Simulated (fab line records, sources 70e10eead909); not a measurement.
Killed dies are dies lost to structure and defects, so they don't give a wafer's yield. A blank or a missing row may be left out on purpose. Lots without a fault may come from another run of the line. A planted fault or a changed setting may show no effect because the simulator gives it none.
fab line records | flow nand_harc | part 1 of 2: steps 1 to 14 of 23
record lots=5 wafers=15 last_day=31
route steps=1302 shown A_CHANNEL_HOLE_D2@587
lots that met no fault: from a run of the same line without faults
start_h: hours from the record's first day to the start of the lot's first wafer shown | wait_h: hours since the lot's step before | " the same as in the row above | L1.1+2: a row that stands for several wafers | - no value, or no start given | * or withheld: withheld | < > ~ a bound
route shown NAME@n: a module of which the file shows steps, and the number in the route of the first | usual: mean/standard deviation of fault-free wafers | same: alike in all rows | chamber/n: place in a boat | sites: the reading at each site | _std_site: their standard deviation | _edge_site: outer sites' mean less inner sites' | radius_mm: how far each site lies from the wafer's centre | mask NAME#n: copy n | behind: the tool/chamber that last shaped the wafer | hold: why the lot was held/for how many hours/how that ended | device: the transistor (n, p or np) that didn't switch | end of line: the same wafers' tests at the end of the route | a step without rows: its recipe alone | killed: dies lost to structure and defects at the first sort, not the wafer's yield | map: a wafer's dies, x killed, . not, _ none there
set.NAME: the setting as run; set.NAME@STEP: as run at that earlier step | model.NAME: the simulator's own value behind a step, which no gauge read
lots at some steps of the route; a table a step, a row a wafer
services: from which hour (start_h, from the record's first day; less than 0 if before it) a tool's chamber was out of use, for how many hours, and why
## steps
# step NHARC_A_CHANNEL_HOLE_D2_ETCH_39
# recipe target_depth_a=2600 over_etch_frac=0.3 time_s=325 ion_energy_ev=200 n2_flow_sccm=150 h2_flow_sccm=150 ar_flow_sccm=0 rf_w=400 bias_w=150 chemistry=N2/H2
# usual drypump_motor_current_A=5.9/0.51 oes_product_au=1.002/0.016 rf_vpp_V=430.6/2 showerhead_plenum_p_Torr=2.04/0.066 throttle_valve_pct=14.171/0.0084
# columns lot.wafer tool chamber start_h wait_h drypump_motor_current_A oes_product_au rf_hours_counter_h rf_vpp_V showerhead_plenum_p_Torr throttle_valve_pct
L076.3 rie_diel-10 1 - - 5.9 0.981 5 427.4 1.99 14.165
L076.1 " 2 " " 6.7 0.997 5 429.8 2.00 14.183
L076.2 " 0 " " 6.4 1.006 4 433.3 2.14 14.168
L077.2 rie_diel-12 0 327.06 0.2 6.7 0.996 1 427.8 1.97 14.167
L077.4 " 1 " " 5.0 1.000 - 427.7 1.93 14.160
L077.3 " 0 " " 6.8 0.989 - 429.0 1.97 14.173
L082.2 rie_diel-09 0 - - 5.5 1.001 3 429.8 1.96 14.171
L082.3 " 3 " " 5.5 1.007 3 433.1 2.11 14.167
L082.6 " 3 " " 5.5 1.012 - 433.3 2.11 14.174
L090.1 rie_diel-10 3 - - 6.1 0.981 1 430.7 2.04 14.166
L090.4 " 3 " " 6.1 0.993 - 430.4 2.04 14.169
L090.5 " 0 " " 6.4 1.009 - 434.7 2.14 14.163
L091.2 rie_diel-12 2 - - 5.8 0.987 0 432.9 2.09 14.159
L091.3 " 0 " " 6.7 1.002 0 428.5 1.96 14.169
L091.6 " 3 " " 5.3 1.011 - 432.0 2.15 14.166
# step NHARC_A_CHANNEL_HOLE_D2_ETCH_34
# recipe target_depth_a=1540 time_s=77 cf4_flow_sccm=100 chf3_flow_sccm=30 ar_flow_sccm=0 rf_w=500 bias_w=200 chemistry=CF4/CHF3
# usual cf4_flow_sccm=100.0/0.32 drypump_motor_current_A=5.9/0.51 oes_product_au=0.957/0.027 rf_vpp_V=370.4/1.7 showerhead_plenum_p_Torr=1.57/0.047 throttle_valve_pct=16.803/0.0086
# columns lot.wafer tool chamber start_h wait_h cf4_flow_sccm drypump_motor_current_A oes_product_au rf_hours_counter_h rf_vpp_V showerhead_plenum_p_Torr throttle_valve_pct
L076.1 rie_diel-10 1 - - 99.9 5.9 0.941 5 369.5 1.54 16.801
L076.2 " 2 " " 100.3 6.7 0.953 5 368.4 1.54 16.810
L076.3 " 0 " " 100.1 6.4 0.942 4 371.8 1.65 16.806
L077.2 rie_diel-12 0 327.41 0.3 99.8 6.7 0.907 2 368.7 1.52 16.788
L077.4 " 0 " " 100.1 6.7 0.911 - 369.9 1.52 16.824
L077.3 " 1 " " 100.3 5.0 0.919 - 368.1 1.50 16.787
L082.2 rie_diel-09 2 - - 100.3 5.8 0.985 4 371.4 1.56 16.803
L082.3 " 3 " " 100.0 5.5 0.974 4 373.3 1.62 16.800
L082.6 " 0 " " 100.3 5.5 0.962 - 369.5 1.52 16.800
L090.1 rie_diel-10 1 - - 99.8 5.8 0.934 2 370.1 1.54 16.784
L090.5 " 3 " " 100.0 6.1 0.924 - 370.9 1.58 16.801
L090.4 " 1 " " 99.7 5.9 0.931 - 368.9 1.54 16.805
L091.2 rie_diel-12 2 - - 99.6 5.8 0.948 0 371.8 1.61 16.797
L091.3 " 0 " " 99.9 6.7 0.967 0 368.0 1.52 16.801
L091.6 " 0 " " 100.4 6.7 0.977 - 369.2 1.52 16.820
# step NHARC_A_CHANNEL_HOLE_D2_ETCH_16
# recipe target_depth_a=31000 over_etch_frac=0.3 time_s=806 ion_energy_ev=150 o2_flow_sccm=400 cos_flow_sccm=20 ar_flow_sccm=0 rf_w=500 bias_w=300 chemistry=O2/COS
# usual drypump_motor_current_A=5.9/0.52 oes_product_au=1.002/0.014 rf_vpp_V=314.2/1.6 showerhead_plenum_p_Torr=3.12/0.093 throttle_valve_pct=28.330/0.009
# columns lot.wafer tool chamber start_h wait_h drypump_motor_current_A oes_product_au rf_hours_counter_h rf_vpp_V showerhead_plenum_p_Torr throttle_valve_pct
L076.2 rie_diel-10 2 - - 6.7 1.016 6 313.5 3.06 28.332
L076.1 " 0 " " 6.4 1.003 5 316.2 3.27 28.351
L076.3 " 1 " " 5.9 0.996 5 314.2 3.06 28.344
L077.2 rie_diel-12 1 327.66 0.2 5.1 0.990 2 310.5 2.97 28.319
L077.4 " 0 " " 6.7 0.984 - 311.2 3.02 28.340
L077.3 " 1 " " 5.1 0.991 - 311.3 2.97 28.336
L082.2 rie_diel-09 0 - - 5.5 0.994 4 313.8 3.01 28.323
L082.3 " 2 " " 5.8 1.029 4 313.5 3.10 28.332
L082.6 " 0 " " 5.5 1.001 - 314.2 3.01 28.323
L090.1 rie_diel-10 0 - - 6.4 1.004 2 316.8 3.26 28.333
L090.4 " 0 " " 6.4 1.008 - 314.9 3.26 28.312
L090.5 " 1 " " 5.9 1.001 - 311.4 3.05 28.341
L091.2 rie_diel-12 3 - - 5.3 1.000 0 315.7 3.27 28.330
L091.3 " 0 " " 6.7 0.999 0 312.1 3.02 28.340
L091.6 " 0 " " 6.8 0.989 - 312.9 3.02 28.343
# step NHARC_A_CHANNEL_HOLE_D2_CD_MEAS_18
# usual cd_nm=100/3.1
# columns lot.wafer tool chamber start_h wait_h cd_nm
L076.1 cd_sem-02 - 305.33 - 97
L076.2 " - " " 98
L076.3 " - " " 100
L077.2 cd_sem-02 - 328.47 0.7 101
L077.3 " - " " 99
L077.4 " - " " 98
L082.2 cd_sem-02 - 372.87 - 104
L082.3 " - " " 95
L082.6 " - " " 99
L090.1 cd_sem-03 - 458.56 - 96
L090.4 " - " " 96
L090.5 " - " " 102
L091.2 cd_sem-03 - 459.70 - 97
L091.3 " - " " 96
L091.6 " - " " 94
# step NHARC_A_CHANNEL_HOLE_D2_ETCH_19
# recipe bias_v=1200 source_w=2500 pressure_mtorr=15 time_s=34.5 ar_flow_sccm=375 c4f8_flow_sccm=28.8 o2_flow_sccm=96.2 temp_c=-20 target_depth_a=* chemistry=C4F8/O2/Ar
# usual drypump_motor_current_A=5.5/0.34 he_backside_leak_sccm=5.9/0.49 showerhead_plenum_p_Torr=3.74/0.11 throttle_valve_pct=37.038/0.0093
# columns lot.wafer tool chamber start_h wait_h drypump_motor_current_A he_backside_leak_sccm rf_hours_counter_h showerhead_plenum_p_Torr throttle_valve_pct
L076.2 har_etch-02 1 305.41 0.1 4.9 6.5 371 3.53 37.045
L076.1 " 0 " " 5.8 6.1 371 3.77 37.036
L076.3 " 1 " " 4.9 6.2 - 3.53 37.046
L077.2 har_etch-02 0 328.58 0.1 5.8 6.3 - 3.76 37.034
L077.3 " 0 " " 5.8 6.2 - 3.76 37.044
L077.4 " 0 " " 5.8 6.3 - 3.76 37.027
L082.2 har_etch-01 1 372.94 0.1 5.7 5.9 198 3.72 37.044
L082.3 " 1 " " 5.8 5.9 - 3.72 37.023
L082.6 " 1 " " 5.8 5.9 - 3.72 37.041
L090.1 har_etch-01 1 460.07 1.5 5.8 6.0 259 3.68 37.038
L090.4 " 1 " " 5.8 6.1 - 3.68 37.029
L090.5 " 0 " " 5.5 6.1 - 3.68 37.038
L091.2 har_etch-02 1 461.71 2.0 4.9 5.7 34 3.97 37.022
L091.3 " 1 " " 4.9 5.5 - 3.96 37.047
L091.6 " 0 " " 5.8 5.2 - 3.72 37.059
# step NHARC_A_CHANNEL_HOLE_D2_ETCH_20
# recipe bias_v=3000 source_w=withheld pressure_mtorr=20 time_s=361.9 ar_flow_sccm=375 c4f8_flow_sccm=89.3 o2_flow_sccm=35.7 temp_c=-20 target_depth_a=16000 chemistry=C4F8/O2/Ar
# usual drypump_motor_current_A=5.5/0.34 he_backside_leak_sccm=5.9/0.44 showerhead_plenum_p_Torr=3.69/0.11 throttle_valve_pct=32.156/0.009
# columns lot.wafer tool chamber start_h wait_h drypump_motor_current_A he_backside_leak_sccm rf_hours_counter_h showerhead_plenum_p_Torr throttle_valve_pct
L076.2 har_etch-02 1 305.52 0.1 4.9 6.8 371 3.49 32.147
L076.1 " 0 " " 5.8 6.2 371 3.73 32.150
L076.3 " 1 " " 4.9 6.7 - 3.49 32.162
L077.2 har_etch-02 0 328.87 0.3 5.8 6.0 - 3.72 32.174
L077.3 " 0 " " 5.8 6.0 - 3.72 32.149
L077.4 " 0 " " 5.8 5.8 - 3.72 32.149
L082.2 har_etch-01 1 373.06 0.1 5.8 6.0 198 3.68 32.169
L082.3 " 1 " " 5.7 6.0 - 3.68 32.164
L082.6 " 1 " " 5.8 6.2 - 3.68 32.153
L090.1 har_etch-01 1 460.22 0.1 5.7 6.3 259 3.64 32.155
L090.4 " 1 " " 5.7 6.1 - 3.64 32.153
L090.5 " 0 " " 5.4 6.0 - 3.64 32.152
L091.2 har_etch-02 1 461.86 0.1 4.9 5.5 34 3.91 32.157
L091.3 " 1 " " 4.9 5.6 - 3.91 32.169
L091.6 " 0 " " 5.8 5.1 - 3.68 32.148
# step NHARC_A_CHANNEL_HOLE_D2_ETCH_21
# recipe bias_v=3000 source_w=withheld pressure_mtorr=20 time_s=514.3 ar_flow_sccm=375 c4f8_flow_sccm=89.3 o2_flow_sccm=35.7 temp_c=-20 target_depth_a=16000 chemistry=C4F8/O2/Ar
# usual drypump_motor_current_A=5.5/0.34 he_backside_leak_sccm=5.9/0.57 showerhead_plenum_p_Torr=3.69/0.11 throttle_valve_pct=32.154/0.009
# columns lot.wafer tool chamber start_h wait_h drypump_motor_current_A he_backside_leak_sccm rf_hours_counter_h showerhead_plenum_p_Torr throttle_valve_pct
L076.2 har_etch-02 1 305.84 0.3 5.0 6.6 371 3.49 32.151
L076.1 " 0 " " 5.8 6.1 371 3.73 32.169
L076.3 " 1 " " 5.0 6.7 - 3.49 32.155
L077.2 har_etch-02 0 329.55 0.6 5.8 5.9 - 3.72 32.157
L077.3 " 0 " " 5.8 6.0 - 3.72 32.153
L077.4 " 0 " " 5.8 6.1 - 3.72 32.148
L082.2 har_etch-01 1 373.38 0.3 5.7 5.9 198 3.68 32.159
L082.3 " 1 " " 5.7 6.0 - 3.68 32.157
L082.6 " 1 " " 5.7 6.0 - 3.68 32.155
L090.1 har_etch-01 1 460.56 0.3 5.8 6.0 259 3.64 32.147
L090.4 " 1 " " 5.7 6.4 - 3.64 32.144
L090.5 " 0 " " 5.5 6.1 - 3.64 32.158
L091.2 har_etch-02 1 462.19 0.3 4.9 5.2 35 3.91 32.150
L091.3 " 1 " " 4.9 5.2 - 3.91 32.157
L091.6 " 0 " " 5.8 5.0 - 3.68 32.138
# step NHARC_A_CHANNEL_HOLE_D2_ETCH_22
# recipe bias_v=3000 source_w=withheld pressure_mtorr=20 time_s=666.7 ar_flow_sccm=375 c4f8_flow_sccm=89.3 o2_flow_sccm=35.7 temp_c=-20 target_depth_a=16000 chemistry=C4F8/O2/Ar
# usual drypump_motor_current_A=5.5/0.34 he_backside_leak_sccm=5.9/0.53 showerhead_plenum_p_Torr=3.69/0.11 throttle_valve_pct=32.154/0.0095
# columns lot.wafer tool chamber start_h wait_h drypump_motor_current_A he_backside_leak_sccm rf_hours_counter_h showerhead_plenum_p_Torr throttle_valve_pct
L076.2 har_etch-02 1 306.28 0.4 4.9 7.0 372 3.49 32.151
L076.1 " 0 " " 5.8 5.7 372 3.72 32.147
L076.3 " 1 " " 4.9 6.7 - 3.49 32.150
L077.2 har_etch-02 0 330.47 0.8 5.8 5.9 - 3.72 32.157
L077.3 " 0 " " 5.8 6.1 - 3.72 32.170
L077.4 " 0 " " 5.8 6.1 - 3.72 32.147
L082.2 har_etch-01 1 373.82 0.4 5.7 6.0 199 3.68 32.154
L082.3 " 1 " " 5.8 6.0 - 3.68 32.154
L082.6 " 1 " " 5.8 6.0 - 3.68 32.155
L090.1 har_etch-01 1 461.02 0.4 5.8 5.9 260 3.64 32.169
L090.4 " 1 " " 5.8 5.8 - 3.64 32.154
L090.5 " 0 " " 5.5 6.0 - 3.64 32.155
L091.2 har_etch-02 1 462.65 0.4 4.9 5.3 35 3.91 32.150
L091.3 " 1 " " 4.9 5.7 - 3.91 32.157
L091.6 " 0 " " 5.8 5.1 - 3.68 32.159
# step NHARC_A_CHANNEL_HOLE_D2_ETCH_23
# recipe bias_v=5000 source_w=withheld pressure_mtorr=20 time_s=819 ar_flow_sccm=375 c4f8_flow_sccm=89.3 o2_flow_sccm=35.7 temp_c=-20 target_depth_a=16000 chemistry=C4F8/O2/Ar
# usual drypump_motor_current_A=5.5/0.34 he_backside_leak_sccm=5.9/0.49 showerhead_plenum_p_Torr=3.69/0.11 throttle_valve_pct=32.155/0.0095
# columns lot.wafer tool chamber start_h wait_h drypump_motor_current_A he_backside_leak_sccm rf_hours_counter_h showerhead_plenum_p_Torr throttle_valve_pct
L076.2 har_etch-02 1 306.86 0.5 4.9 6.5 372 3.49 32.157
L076.1 " 0 " " 5.8 6.1 372 3.72 32.153
L076.3 " 1 " " 4.9 6.4 - 3.49 32.164
L077.2 har_etch-02 0 331.66 1.0 5.8 6.0 - 3.72 32.167
L077.3 " 0 " " 5.8 5.9 - 3.72 32.169
L077.4 " 0 " " 5.8 5.9 - 3.72 32.150
L082.2 har_etch-01 1 374.38 0.5 5.8 6.0 199 3.68 32.158
L082.3 " 1 " " 5.7 5.8 - 3.68 32.158
L082.6 " 1 " " 5.8 5.9 - 3.68 32.144
L090.1 har_etch-01 1 461.61 0.5 5.8 6.2 261 3.64 32.156
L090.4 " 1 " " 5.7 6.0 - 3.64 32.158
L090.5 " 0 " " 5.5 6.0 - 3.64 32.148
L091.2 har_etch-02 1 463.25 0.5 4.9 5.3 36 3.91 32.166
L091.3 " 1 " " 4.9 5.5 - 3.91 32.162
L091.6 " 0 " " 5.8 5.0 - 3.68 32.155
# step NHARC_A_CHANNEL_HOLE_D2_ETCH_24
# recipe bias_v=5000 source_w=withheld pressure_mtorr=20 time_s=906.2 ar_flow_sccm=375 c4f8_flow_sccm=93.8 o2_flow_sccm=31.2 temp_c=-20 target_depth_a=15000 chemistry=C4F8/O2/Ar
# usual drypump_motor_current_A=5.5/0.34 he_backside_leak_sccm=6.0/0.72 showerhead_plenum_p_Torr=3.69/0.11 throttle_valve_pct=32.235/0.0094
# columns lot.wafer tool chamber start_h wait_h drypump_motor_current_A he_backside_leak_sccm rf_hours_counter_h showerhead_plenum_p_Torr throttle_valve_pct
L076.2 har_etch-02 1 307.53 0.6 4.9 6.7 373 3.49 32.213
L076.1 " 0 " " 5.8 7.1 373 3.72 32.229
L076.3 " 1 " " 4.9 6.5 - 3.49 32.240
L077.2 har_etch-02 0 333.09 1.2 5.8 6.0 - 3.71 32.234
L077.3 " 0 " " 5.8 5.9 - 3.71 32.232
L077.4 " 0 " " 5.8 6.1 - 3.71 32.232
L082.2 har_etch-01 1 375.08 0.6 5.8 6.1 200 3.67 32.220
L082.3 " 1 " " 5.8 6.0 - 3.67 32.234
L082.6 " 1 " " 5.8 5.8 - 3.67 32.255
L090.1 har_etch-01 1 462.33 0.6 5.8 6.4 261 3.64 32.223
L090.4 " 1 " " 5.8 6.3 - 3.64 32.240
L090.5 " 0 " " 5.4 6.0 - 3.64 32.236
L091.2 har_etch-02 1 463.95 0.6 4.9 5.7 36 3.91 32.219
L091.3 " 1 " " 4.9 8.2 - 3.91 32.235
L091.6 " 0 " " 5.8 5.0 - 3.68 32.236
# step NHARC_A_CHANNEL_HOLE_D2_ETCH_25
# recipe bias_v=5000 source_w=withheld pressure_mtorr=20 time_s=1040.2 ar_flow_sccm=375 c4f8_flow_sccm=93.8 o2_flow_sccm=31.2 temp_c=-20 target_depth_a=15000 chemistry=C4F8/O2/Ar
# usual drypump_motor_current_A=5.5/0.34 he_backside_leak_sccm=5.9/0.68 showerhead_plenum_p_Torr=3.69/0.11 throttle_valve_pct=32.234/0.0087
# columns lot.wafer tool chamber start_h wait_h drypump_motor_current_A he_backside_leak_sccm rf_hours_counter_h showerhead_plenum_p_Torr throttle_valve_pct
L076.2 har_etch-02 1 308.30 0.6 4.9 6.6 374 3.49 32.235
L076.1 " 0 " " 5.8 5.9 374 3.72 32.222
L076.3 " 1 " " 4.9 6.7 - 3.49 32.245
L077.2 har_etch-02 0 334.66 1.3 5.8 5.8 - 3.71 32.226
L077.3 " 0 " " 5.8 6.2 - 3.71 32.229
L077.4 " 0 " " 5.8 6.2 - 3.71 32.237
L082.2 har_etch-01 1 375.86 0.6 5.8 6.1 201 3.67 32.240
L082.3 " 1 " " 5.8 5.9 - 3.67 32.219
L082.6 " 1 " " 5.8 6.2 - 3.67 32.236
L090.1 har_etch-01 1 463.12 0.7 5.7 6.6 262 3.64 32.235
L090.4 " 1 " " 5.7 6.4 - 3.64 32.248
L090.5 " 0 " " 5.5 5.9 - 3.64 32.251
L091.2 har_etch-02 1 464.74 0.7 4.9 5.4 37 3.91 32.249
L091.3 " 1 " " 4.9 5.4 - 3.91 32.215
L091.6 " 0 " " 5.8 4.9 - 3.68 32.242
# step NHARC_A_CHANNEL_HOLE_D2_ETCH_26
# recipe bias_v=300 source_w=2000 pressure_mtorr=30 time_s=224.1 ar_flow_sccm=375 c4f8_flow_sccm=11.4 o2_flow_sccm=113.6 temp_c=-20 target_depth_a=3000 chemistry=C4F8/O2/Ar
# usual drypump_motor_current_A=5.5/0.34 he_backside_leak_sccm=5.9/0.49 showerhead_plenum_p_Torr=3.74/0.11 throttle_valve_pct=24.583/0.0089
# columns lot.wafer tool chamber start_h wait_h drypump_motor_current_A he_backside_leak_sccm rf_hours_counter_h showerhead_plenum_p_Torr throttle_valve_pct
L076.2 har_etch-02 1 309.19 0.7 4.9 6.4 374 3.52 24.580
L076.1 " 0 " " 5.8 5.8 374 3.77 24.559
L076.3 " 1 " " 4.9 6.8 - 3.52 24.577
L077.2 har_etch-02 0 336.18 1.2 5.8 6.1 - 3.76 24.584
L077.3 " 0 " " 5.8 6.0 - 3.76 24.592
L077.4 " 0 " " 5.8 6.1 - 3.76 24.576
L082.2 har_etch-01 1 376.74 0.7 5.8 6.0 202 3.72 24.571
L082.3 " 1 " " 5.8 5.8 - 3.72 24.578
L082.6 " 1 " " 5.8 6.1 - 3.72 24.583
L090.1 har_etch-01 1 463.90 0.6 5.7 6.4 263 3.68 24.577
L090.4 " 1 " " 5.8 6.1 - 3.68 24.591
L090.5 " 0 " " 5.5 6.1 - 3.68 24.580
L091.2 har_etch-02 1 465.51 0.6 4.9 5.7 38 3.97 24.575
L091.3 " 1 " " 4.9 5.5 - 3.97 24.580
L091.6 " 0 " " 5.8 5.1 - 3.72 24.586
# step NHARC_A_CHANNEL_HOLE_D2_ETCH_27
# recipe bias_v=400 source_w=2000 pressure_mtorr=25 time_s=90 ar_flow_sccm=375 c4f8_flow_sccm=41.7 o2_flow_sccm=83.3 temp_c=-20 target_depth_a=4000 chemistry=C4F8/O2/Ar
# usual drypump_motor_current_A=5.5/0.34 he_backside_leak_sccm=5.9/0.5 showerhead_plenum_p_Torr=3.73/0.11 throttle_valve_pct=27.619/0.0081
# columns lot.wafer tool chamber start_h wait_h drypump_motor_current_A he_backside_leak_sccm rf_hours_counter_h showerhead_plenum_p_Torr throttle_valve_pct
L076.2 har_etch-02 1 309.39 0.2 4.9 6.6 375 3.52 27.635
L076.1 " 0 " " 5.8 6.1 375 3.76 27.613
L076.3 " 1 " " 4.9 6.8 - 3.52 27.614
L077.2 har_etch-02 0 336.57 0.3 5.8 6.3 - 3.76 27.626
L077.3 " 0 " " 5.8 6.1 - 3.76 27.625
L077.4 " 0 " " 5.8 6.2 - 3.75 27.617
L082.2 har_etch-01 1 376.93 0.2 5.7 6.4 202 3.71 27.621
L082.3 " 1 " " 5.7 6.1 - 3.71 27.619
L082.6 " 1 " " 5.8 6.4 - 3.71 27.600
L090.1 har_etch-01 1 464.09 0.2 5.7 6.2 263 3.68 27.623
L090.4 " 1 " " 5.7 6.2 - 3.68 27.621
L090.5 " 0 " " 5.4 6.0 - 3.68 27.607
L091.2 har_etch-02 1 465.71 0.2 4.9 5.7 38 3.96 27.617
L091.3 " 1 " " 4.9 5.5 - 3.96 27.611
L091.6 " 0 " " 5.8 5.0 - 3.72 27.603
# step NHARC_A_CHANNEL_HOLE_D2_STRIP_41
# recipe n2_flow_sccm=150 h2_flow_sccm=150 ar_flow_sccm=0 bias_w=0 chemistry=N2/H2
# columns lot.wafer tool chamber start_h wait_h
L076.1+2+3 rie_diel-10 1,2,3 309.92 0.5
L077.2+4+3 rie_diel-12 0,2,3 337.23 0.6
L082.3+2+6 rie_diel-09 2,3,0 377.48 0.4
L090.4+1+5 rie_diel-09 1,2,0 464.61 0.4
L091.3+2+6 rie_diel-12 2,3,1 466.23 0.4
